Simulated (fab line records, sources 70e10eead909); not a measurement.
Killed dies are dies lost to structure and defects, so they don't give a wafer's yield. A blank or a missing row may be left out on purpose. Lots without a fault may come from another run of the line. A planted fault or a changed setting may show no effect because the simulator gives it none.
fab line records | flow nand_harc
record lots=24 wafers=72 last_day=33
route steps=1302 shown A_CONTACT@1091 A_M0@1152 A_BONDPAD@1202
lots that met no fault: from a run of the same line without faults
start_h: hours from the record's first day to the start of the lot's first wafer shown | wait_h: hours since the lot's step before | " the same as in the row above | L1.1+2: a row that stands for several wafers | - no value, or no start given | * or withheld: withheld | < > ~ a bound
route shown NAME@n: a module of which the file shows steps, and the number in the route of the first | usual: mean/standard deviation of fault-free wafers | same: alike in all rows | chamber/n: place in a boat | sites: the reading at each site | _std_site: their standard deviation | _edge_site: outer sites' mean less inner sites' | radius_mm: how far each site lies from the wafer's centre | mask NAME#n: copy n | behind: the tool/chamber that last shaped the wafer | hold: why the lot was held/for how many hours/how that ended | device: the transistor (n, p or np) that didn't switch | end of line: the same wafers' tests at the end of the route | a step without rows: its recipe alone | killed: dies lost to structure and defects at the first sort, not the wafer's yield | map: a wafer's dies, x killed, . not, _ none there
set.NAME: the setting as run; set.NAME@STEP: as run at that earlier step | model.NAME: the simulator's own value behind a step, which no gauge read
steps of the route over a sample of lots; a table a step, a row a wafer
services: from which hour (start_h, from the record's first day; less than 0 if before it) a tool's chamber was out of use, for how many hours, and why
## steps
# step NHARC_A_CONTACT_ETCH_139
# recipe source_w=withheld pressure_mtorr=20 bias_v=400 time_s=195 target_depth_a=8400 ar_flow_sccm=withheld c4f8_flow_sccm=11.5 o2_flow_sccm=7.2 chemistry=C4F8/O2/Ar
# columns lot.wafer tool chamber start_h wait_h rf_hours_counter_h
L074.1 har_cap_etch-01 1 515.67 0.2 1
L074.3 " 1 " " -
L074.5 " 0 " " -
L075.2 har_cap_etch-01 0 522.93 0.2 3
L075.4 " 1 " " -
L075.5 " 1 " " -
L076.4 har_cap_etch-03 0 523.89 0.2 -
L076.6 " 1 " " -
L076.5 " 0 " " -
L078.1 har_cap_etch-02 1 551.70 0.2 94
L078.3 " 1 " " -
L078.6 " 0 " " -
L077.2 har_cap_etch-01 0 554.36 0.2 8
L077.3 " 1 " " -
L077.6 " 1 " " -
L079.1 har_cap_etch-03 1 572.93 0.2 56
L079.2 " 0 " " 56
L079.4 " 1 " " -
L080.3 har_cap_etch-01 0 574.86 0.2 -
L080.6 " 1 " " -
L080.5 " 0 " " -
L081.1 har_cap_etch-02 1 576.38 0.2 99
L081.4 " 0 " " -
L081.6 " 1 " " -
L082.1 har_cap_etch-01 1 600.51 0.4 15
L082.2 " 0 " " 15
L082.5 " 1 " " -
L083.1 har_cap_etch-02 1 601.65 0.2 102
L083.4 " 0 " " -
L083.5 " 1 " " -
L084.1 har_cap_etch-03 0 636.38 0.3 65
L084.3 " 1 " " -
L084.6 " 0 " " -
L085.1 har_cap_etch-01 1 637.57 0.2 21
L085.4 " 0 " " -
L085.6 " 1 " " -
L086.2 har_cap_etch-01 1 647.18 0.2 22
L086.4 " 1 " " -
L086.6 " 0 " " -
L087.1 har_cap_etch-02 0 648.40 0.2 110
L087.4 " 1 " " -
L087.5 " 1 " " -
L089.2 har_cap_etch-01 1 685.08 0.2 28
L089.1 " 0 " " 28
L089.4 " 1 " " -
L090.2 har_cap_etch-02 1 687.62 0.2 117
L090.3 " 0 " " -
L090.5 " 1 " " -
L088.1 har_cap_etch-03 0 692.32 0.3 77
L088.4 " 1 " " -
L088.6 " 1 " " -
L093.1 har_cap_etch-02 1 697.66 0.2 120
L093.4 " 0 " " -
L093.6 " 1 " " -
L092.2 har_cap_etch-03 0 699.27 0.2 78
L092.3 " 1 " " -
L092.5 " 0 " " -
L091.4 har_cap_etch-03 0 704.27 0.2 -
L091.5 " 1 " " -
L091.6 " 0 " " -
L094.2 har_cap_etch-02 1 718.82 0.2 124
L094.3 " 0 " " -
L094.5 " 0 " " -
L095.1 har_cap_etch-03 1 722.21 0.3 83
L095.3 " 1 " " -
L095.6 " 0 " " -
L097.1 har_cap_etch-02 1 742.30 0.2 128
L097.2 " 0 " " 128
L097.4 " 1 " " -
L096.2 har_cap_etch-01 0 744.05 0.2 41
L096.5 " 1 " " -
L096.6 " 0 " " -
# step NHARC_A_CONTACT_CMP_20
# recipe t_overpolish_s=30 target_thk_nm=300
# usual motor_current_A=12.0/1.1 overpolish_run_s=30.001/0.0086 time_to_endpoint_s=60/3.2
# columns lot.wafer tool chamber start_h wait_h motor_current_A overpolish_run_s time_to_endpoint_s
L074.1 cmp-02 1 518.50 0.7 10.8 30.002 61
L074.3 " 3 " " 11.1 30.005 61
L074.5 " 1 " " 10.8 30.001 57
L075.4 cmp-01 1 526.27 0.5 11.4 30.008 57
L075.2 " 3 " " 11.6 29.996 61
L075.5 " 1 " " 11.4 30.001 59
L076.4 cmp-01 1 526.71 0.5 11.2 29.999 54
L076.5 " 2 " " 14.0 29.990 56
L076.6 " 3 " " 11.6 29.983 59
L078.3 cmp-02 3 555.37 0.5 11.5 29.997 60
L078.1 " 0 " " 10.1 29.999 61
L078.6 " 3 " " 11.3 29.993 61
L077.3 cmp-02 1 557.17 0.5 10.5 29.998 57
L077.2 " 3 " " 11.1 29.998 59
L077.6 " 0 " " 11.2 30.000 56
L079.4 cmp-01 3 575.75 0.5 12.1 30.011 60
L079.2 " 0 " " 13.3 30.004 60
L079.1 " 1 " " 11.7 30.000 58
L080.3 cmp-01 3 577.56 0.5 12.2 30.003 58
L080.6 " 2 " " 13.9 29.993 52
L080.5 " 3 " " 12.3 29.996 57
L081.1 cmp-01 1 579.15 0.7 11.9 29.992 55
L081.4 " 0 " " 13.5 29.992 60
L081.6 " 1 " " 11.2 30.021 57
L082.1 cmp-04 2 603.53 0.6 11.1 30.006 65
L082.2 " 0 " " 14.0 30.000 69
L082.5 " 3 " " 11.9 29.999 61
L083.1 cmp-02 2 604.56 0.8 12.3 30.004 65
L083.4 " 3 " " 11.1 29.993 62
L083.5 " 1 " " 11.3 29.999 63
L084.1 cmp-02 1 639.43 0.8 11.0 30.002 60
L084.3 " 2 " " 13.0 30.005 64
L084.6 " 3 " " 11.3 30.011 63
L085.4 cmp-01 1 640.49 0.6 11.7 29.993 58
L085.1 " 3 " " 12.0 30.004 64
L085.6 " 0 " " 14.1 30.006 62
L086.2 cmp-02 0 650.12 0.8 11.3 30.001 58
L086.4 " 2 " " 12.6 30.004 63
L086.6 " 3 " " 11.9 29.998 59
L087.1 cmp-04 2 651.36 0.7 10.6 30.004 58
L087.4 " 3 " " 11.4 29.998 60
L087.5 " 0 " " 13.3 30.013 64
L089.4 cmp-04 0 687.91 0.5 13.7 29.995 64
L089.1 " 1 " " 13.6 29.987 58
L089.2 " 2 " " 11.1 30.002 62
L090.3 cmp-02 3 690.49 0.5 11.7 30.002 59
L090.2 " 0 " " 10.8 30.006 61
L090.5 " 3 " " 10.6 30.001 59
L088.1 cmp-04 0 695.22 0.6 13.4 30.014 66
L088.4 " 2 " " 11.2 30.015 59
L088.6 " 1 " " 12.6 30.000 58
L093.4 cmp-02 3 700.52 0.6 11.4 30.001 58
L093.1 " 0 " " 11.1 29.982 52
L093.6 " 2 " " 12.5 29.994 55
L092.2 cmp-04 2 702.12 0.8 10.6 30.005 65
L092.3 " 3 " " 11.9 30.009 62
L092.5 " 0 " " 13.4 30.014 68
L091.4 cmp-02 3 707.11 0.4 11.1 30.006 61
L091.6 " 3 " " 11.5 30.000 61
L091.5 " 0 " " 10.7 29.977 60
L094.3 cmp-02 2 721.64 0.4 12.9 30.001 63
L094.2 " 1 " " 10.0 30.001 57
L094.5 " 2 " " 12.4 30.004 62
L095.3 cmp-02 3 725.50 0.4 11.0 30.013 61
L095.1 " 0 " " 10.8 30.011 57
L095.6 " 2 " " 12.6 30.003 63
L097.1 cmp-02 0 745.19 0.8 10.1 30.003 59
L097.2 " 1 " " 10.6 30.006 60
L097.4 " 2 " " 12.8 29.999 61
L096.2 cmp-04 0 746.82 0.8 13.6 30.002 66
L096.6 " 0 " " 13.2 30.006 67
L096.5 " 1 " " 13.9 29.990 61
# step NHARC_A_M0_ETCH_15
# recipe target_depth_a=1500 overetch_a=150 time_s=82.5 c4f8_flow_sccm=withheld ar_flow_sccm=400 rf_w=600 bias_w=300 chemistry=C4F8/Ar
# usual oes_product_au=0.956/0.02 rf_vpp_V=440.9/2.1
# columns lot.wafer tool chamber start_h wait_h oes_product_au rf_hours_counter_h rf_vpp_V
L074.3 rie_diel-11 1 - - 0.920 2.5 442.6
L074.1 " 3 " " 0.915 2.3 439.3
L074.5 " 1 " " 0.923 - 443.7
L075.4 rie_diel-09 0 - - 0.925 1.5 443.2
L075.2 " 1 " " 0.927 1.9 438.2
L075.5 " 0 " " 0.923 - 443.8
L076.4 rie_diel-09 2 - - 0.949 2.1 442.2
L076.5 " 2 " " 0.940 - 442.8
L076.6 " 3 " " 0.977 - 440.1
L078.1 rie_diel-05 1 - - 0.996 7.5 437.3
L078.3 " 3 " " 0.959 9.2 441.1
L078.6 " 0 " " 0.976 - 441.1
L077.2 rie_diel-09 2 - - 0.981 3.9 442.2
L077.3 " 0 " " 0.961 3.3 443.2
L077.6 " 2 " " 0.979 - 442.4
L079.4 rie_diel-11 1 - - 0.979 5.2 444.6
L079.2 " 2 " " 0.985 5.3 440.5
L079.1 " 3 " " 0.974 5.3 439.8
L080.3 rie_diel-11 3 - - 0.982 5.3 439.7
L080.6 " 2 " " 0.961 - 442.1
L080.5 " 3 " " 0.974 - 439.3
L081.1 rie_diel-09 2 - - 0.918 4.8 442.4
L081.4 " 1 " " 0.938 - 438.8
L081.6 " 0 " " 0.937 - 443.0
L082.2 rie_diel-05 0 - - 0.964 1.3 440.0
L082.1 " 1 " " 0.958 1.0 438.1
L082.5 " 3 " " 0.967 - 441.7
L083.1 rie_diel-05 3 - - 0.954 1.4 439.3
L083.4 " 0 " " 0.949 1.6 442.2
L083.5 " 3 " " 0.953 - 441.5
L084.1 rie_diel-05 0 - - 0.932 2.7 441.8
L084.3 " 1 " " 0.971 2.6 437.8
L084.6 " 1 " " 0.962 - 438.4
L085.1 rie_diel-11 0 - - 0.953 2.6 442.2
L085.4 " 3 " " 0.928 2.5 437.9
L085.6 " 1 " " 0.969 - 444.1
L086.4 rie_diel-05 0 - - 0.941 3.3 440.6
L086.2 " 2 " " 0.982 2.8 438.1
L086.6 " 0 " " 0.950 - 440.8
L087.1 rie_diel-11 3 - - 0.947 2.6 437.0
L087.4 " 2 " " 0.955 1.6 442.5
L087.5 " 0 " " 0.995 - 443.1
L089.4 rie_diel-09 1 - - 0.957 0.4 438.8
L089.2 " 3 " " 0.971 0.3 440.0
L089.1 " 0 " " 0.958 0.5 444.0
L090.2 rie_diel-05 2 - - 0.946 4.5 438.5
L090.3 " 0 " " 0.924 5.5 443.2
L090.5 " 3 " " 0.931 - 441.4
L088.1 rie_diel-11 3 - - 0.949 4.6 438.8
L088.4 " 0 " " 0.961 3.8 444.8
L088.6 " 3 " " 0.950 - 439.1
L093.1 rie_diel-09 3 - - 0.962 0.4 441.5
L093.4 " 0 " " 0.960 - 443.9
L093.6 " 1 " " 0.969 - 438.1
L092.2 rie_diel-09 3 - - 0.935 0.5 440.5
L092.3 " 0 " " 0.920 0.7 443.7
L092.5 " 1 " " 0.930 - 439.1
L091.4 rie_diel-09 0 - - 0.965 0.8 445.2
L091.6 " 3 " " 0.954 - 440.6
L091.5 " 0 " " 0.952 - 444.6
L094.2 rie_diel-09 0 - - 0.963 2.1 443.3
L094.3 " 1 " " 0.950 2.1 438.4
L094.5 " 3 " " 0.979 - 440.7
L095.1 rie_diel-09 1 - - 0.964 2.2 439.1
L095.3 " 2 " " 0.952 1.3 440.7
L095.6 " 0 " " 0.959 - 444.2
L097.2 rie_diel-05 2 - - 0.932 9.2 438.9
L097.1 " 3 " " 0.936 9.9 439.7
L097.4 " 2 " " 0.935 - 437.9
L096.2 rie_diel-11 2 - - 0.955 6.8 440.7
L096.5 " 3 " " 0.961 - 438.8
L096.6 " 0 " " 0.980 - 442.2
# step NHARC_A_BONDPAD_DEP_00
# recipe target_thk_a=2500 temp_c=370 target_thk_nm=250 pressure_torr=3 flow_sccm=200 rf_w=450 material=SiCN
# usual heater_power_w=527/66
# columns lot.wafer tool chamber start_h wait_h heater_power_w since_wet_clean_h
L074.3 pecvd-04 2 531.62 - 510 69
L074.1 " 0 " " 615 69
L074.5 " 1 " " 508 -
L075.2 pecvd-03 0 538.89 - 547 160
L075.4 " 2 " " 484 -
L075.5 " 1 " " 719 -
L076.4 pecvd-03 2 539.45 - 514 -
L076.6 " 0 " " 504 -
L076.5 " 1 " " 715 -
L078.1 pecvd-04 0 - - 572 105
L078.3 " 1 " " 516 105
L078.6 " 0 " " 589 -
L077.2 pecvd-02 2 569.78 - 481 149
L077.3 " 0 " " 494 149
L077.6 " 2 " " 485 -
L079.1 pecvd-04 2 588.09 - 439 125
L079.2 " 0 " " 624 125
L079.4 " 1 " " 393 -
L080.3 pecvd-04 0 - - 554 127
L080.5 " 0 " " 569 -
L080.6 " 1 " " 494 -
L081.1 pecvd-04 1 - - 493 130
L081.6 " 0 " " 532 -
L081.4 " 1 " " 496 -
L082.2 pecvd-02 1 616.09 - 492 14
L082.1 " 2 " " 535 14
L082.5 " 1 " " 516 -
L083.1 pecvd-03 0 620.16 - 496 60
L083.4 " 0 " " 501 -
L083.5 " 1 " " 681 -
L084.3 pecvd-04 2 651.91 - 523 8
L084.1 " 0 " " 590 8
L084.6 " 2 " " 521 -
L085.1 pecvd-02 1 653.55 - 528 51
L085.4 " 1 " " 404 -
L085.6 " 1 " " 424 -
L086.2 pecvd-03 2 662.88 - 506 103
L086.6 " 0 " " 469 -
L086.4 " 2 " " 530 -
L087.1 pecvd-04 0 663.80 - 586 20
L087.5 " 1 " " 539 -
L087.4 " 2 " " 440 -
L089.2 pecvd-02 2 - - 573 99
L089.1 " 1 " " 458 99
L089.4 " 1 " " 487 -
L090.2 pecvd-03 2 702.91 - 527 143
L090.3 " 0 " " 486 143
L090.5 " 1 " " 694 -
L088.1 pecvd-03 0 708.02 - 461 148
L088.4 " 2 " " 435 -
L088.6 " 0 " " 476 -
L093.1 pecvd-03 1 713.29 - 637 153
L093.6 " 0 " " 492 -
L093.4 " 2 " " 499 -
L092.2 pecvd-04 2 715.33 - 532 71
L092.3 " 0 " " 611 71
L092.5 " 2 " " 534 -
L091.6 pecvd-02 0 719.96 - 554 -
L091.4 " 1 " " 448 -
L091.5 " 2 " " 465 -
L094.2 pecvd-04 1 734.08 - 464 90
L094.3 " 0 " " 537 90
L094.5 " 2 " " 546 -
L095.3 pecvd-02 1 738.11 - 459 136
L095.1 " 2 " " 542 136
L095.6 " 1 " " 467 -
L097.1 pecvd-04 0 - - 610 114
L097.2 " 2 " " 519 114
L097.4 " 0 " " 623 -
L096.2 pecvd-04 2 759.47 - 526 115
L096.5 " 2 " " 543 -
L096.6 " 0 " " 596 -
# step NHARC_A_BONDPAD_CMP_29
# recipe target_thk_nm=200 material=SiCN
# usual motor_current_A=12.2/1.1
# columns lot.wafer tool chamber start_h wait_h motor_current_A
L074.3 cmp-02 3 531.99 - 11.7
L074.1 " 2 " " 12.9
L074.5 " 0 " " 10.8
L075.4 cmp-04 2 539.25 - 11.0
L075.2 " 0 " " 13.3
L075.5 " 2 " " 11.6
L076.4 cmp-01 0 539.79 - 13.0
L076.6 " 1 " " 11.2
L076.5 " 2 " " 13.7
L078.3 cmp-01 1 568.11 - 11.8
L078.1 " 2 " " 13.5
L078.6 " 0 " " 13.1
L077.2 cmp-01 1 570.17 - 11.5
L077.3 " 2 " " 13.1
L077.6 " 0 " " 13.8
L079.4 cmp-04 0 588.52 - 12.9
L079.2 " 1 " " 12.9
L079.1 " 2 " " 11.1
L080.3 cmp-01 0 591.46 - 13.6
L080.5 " 1 " " 12.0
L080.6 " 2 " " 14.9
L081.4 cmp-02 1 593.03 - 10.5
L081.1 " 2 " " 13.3
L081.6 " 1 " " 10.6
L082.2 cmp-04 0 616.66 0.5 14.1
L082.1 " 2 " " 10.8
L082.5 " 0 " " 13.5
L083.4 cmp-04 1 620.59 - 12.8
L083.1 " 3 " " 12.0
L083.5 " 0 " " 13.0
L084.1 cmp-01 3 652.27 - 12.3
L084.3 " 2 " " 13.6
L084.6 " 0 " " 13.2
L085.4 cmp-02 1 654.03 0.3 10.6
L085.1 " 2 " " 13.1
L085.6 " 1 " " 11.2
L086.2 cmp-02 1 663.23 - 10.4
L086.4 " 2 " " 13.0
L086.6 " 1 " " 10.8
L087.4 cmp-01 3 664.21 - 12.3
L087.1 " 0 " " 14.0
L087.5 " 0 " " 13.2
L089.2 cmp-01 2 701.45 - 14.0
L089.1 " 3 " " 11.9
L089.4 " 0 " " 12.8
L090.3 cmp-02 1 703.27 - 10.6
L090.2 " 2 " " 12.8
L090.5 " 2 " " 12.7
L088.1 cmp-04 1 708.33 - 12.2
L088.4 " 0 " " 13.5
L088.6 " 1 " " 12.4
L093.1 cmp-01 1 713.65 - 11.4
L093.4 " 0 " " 14.0
L093.6 " 1 " " 11.7
L092.3 cmp-04 3 715.73 - 11.2
L092.2 " 1 " " 12.7
L092.5 " 3 " " 11.5
L091.4 cmp-02 3 720.24 - 11.2
L091.6 " 3 " " 11.9
L091.5 " 0 " " 11.0
L094.3 cmp-04 0 734.51 - 13.2
L094.2 " 1 " " 13.2
L094.5 " 3 " " 12.3
L095.1 cmp-04 1 738.47 - 13.3
L095.3 " 3 " " 11.9
L095.6 " 2 " " 10.5
L097.1 cmp-01 3 758.40 - 12.5
L097.2 " 0 " " 13.2
L097.4 " 1 " " 11.9
L096.2 cmp-04 3 759.88 - 12.1
L096.5 " 3 " " 11.6
L096.6 " 0 " " 13.9
# step NHARC_A_BONDPAD_THK_MEAS_30
# recipe thk_meas_gauge=ellipsometry
# usual thk_nm=200.1/1.6
# columns lot.wafer tool chamber start_h wait_h thk_nm
L074.1 film_metro-01 - 532.24 0.2 202.6
L074.3 " - " " 199.5
L074.5 " - " " 198.9
L075.2 film_metro-01 - 539.51 0.2 200.7
L075.4 " - " " 202.3
L075.5 " - " " 202.2
L076.4 film_metro-01 - 539.97 0.2 199.2
L076.5 " - " " 198.0
L076.6 " - " " 198.3
L078.1 film_metro-02 - 568.33 0.2 197.6
L078.3 " - " " 198.0
L078.6 " - " " 200.4
L077.2 film_metro-01 - 570.39 0.2 199.8
L077.3 " - " " 198.4
L077.6 " - " " 199.5
L079.1 film_metro-01 - 588.75 0.2 200.7
L079.2 " - " " 200.2
L079.4 " - " " 202.8
L080.3 film_metro-01 - 591.64 0.2 199.9
L080.5 " - " " 199.3
L080.6 " - " " 200.2
L081.1 film_metro-02 - 593.28 0.2 199.8
L081.4 " - " " 199.1
L081.6 " - " " 199.3
L082.1 film_metro-01 - 616.89 0.2 203.5
L082.2 " - " " 203.6
L082.5 " - " " 202.6
L083.1 film_metro-01 - 620.81 0.1 200.4
L083.4 " - " " 201.7
L083.5 " - " " 202.0
L084.1 film_metro-02 - 652.52 0.2 201.0
L084.3 " - " " 199.8
L084.6 " - " " 202.7
L085.1 film_metro-02 - 654.28 0.2 201.0
L085.4 " - " " 197.0
L085.6 " - " " 198.9
L086.2 film_metro-02 - 663.45 0.2 198.4
L086.4 " - " " 200.6
L086.6 " - " " 198.1
L087.1 film_metro-01 - 664.46 0.2 202.9
L087.4 " - " " 198.8
L087.5 " - " " 197.1
L089.1 film_metro-01 - 701.68 0.2 200.3
L089.2 " - " " 200.6
L089.4 " - " " 198.5
L090.2 film_metro-02 - 703.52 0.2 199.1
L090.3 " - " " 200.4
L090.5 " - " " 199.8
L088.1 film_metro-01 - 708.58 0.2 198.6
L088.4 " - " " 200.6
L088.6 " - " " 200.7
L093.1 film_metro-02 - 713.90 0.2 200.5
L093.4 " - " " 198.8
L093.6 " - " " 199.0
L092.2 film_metro-01 - 715.99 0.2 199.5
L092.3 " - " " 201.4
L092.5 " - " " 199.2
L091.4 film_metro-01 - 720.49 0.2 201.2
L091.5 " - " " 199.0
L091.6 " - " " 199.7
L094.2 film_metro-02 - 734.74 0.2 200.2
L094.3 " - " " 203.9
L094.5 " - " " 201.0
L095.1 film_metro-02 - 738.72 0.2 200.3
L095.3 " - " " 200.8
L095.6 " - " " 200.0
L097.1 film_metro-02 - 758.63 0.2 204.1
L097.2 " - " " 202.1
L097.4 " - " " 199.5
L096.2 film_metro-02 - 760.13 0.2 197.6
L096.5 " - " " 197.9
L096.6 " - " " 199.8
## services
# columns tool chamber start_h hours kind
rie_diel-09 - 497.10 9.0 pm
cmp-02 - 501.71 0.6 repair
cmp-02 - 502.41 4.2 repair
cmp-02 - 574.89 4.0 pm
cmp-04 - 576.05 4.0 pm
cmp-01 - 579.45 4.0 pm
rie_diel-09 3 580.02 9.2 repair
cmp-04 - 589.22 2.8 repair
cmp-02 - 589.55 1.6 repair
cmp-01 - 597.02 3.1 repair
rie_diel-09 3 607.23 8.0 repair
cmp-04 - 617.22 0.6 repair
pecvd-04 - 631.12 13.0 pm
pecvd-04 2 656.06 2.1 repair
cmp-02 - 672.89 4.0 pm
cmp-04 - 674.05 4.0 pm
cmp-01 - 677.45 4.0 pm
cmp-02 - 710.63 3.4 repair
cmp-02 - 717.17 0.5 repair
cmp-04 - 726.67 0.8 repair
cmp-04 - 731.87 1.4 repair
cmp-04 - 735.27 1.3 repair
cmp-02 - 739.67 1.0 repair
cmp-02 - 755.89 11.9 repair
## key
fault none
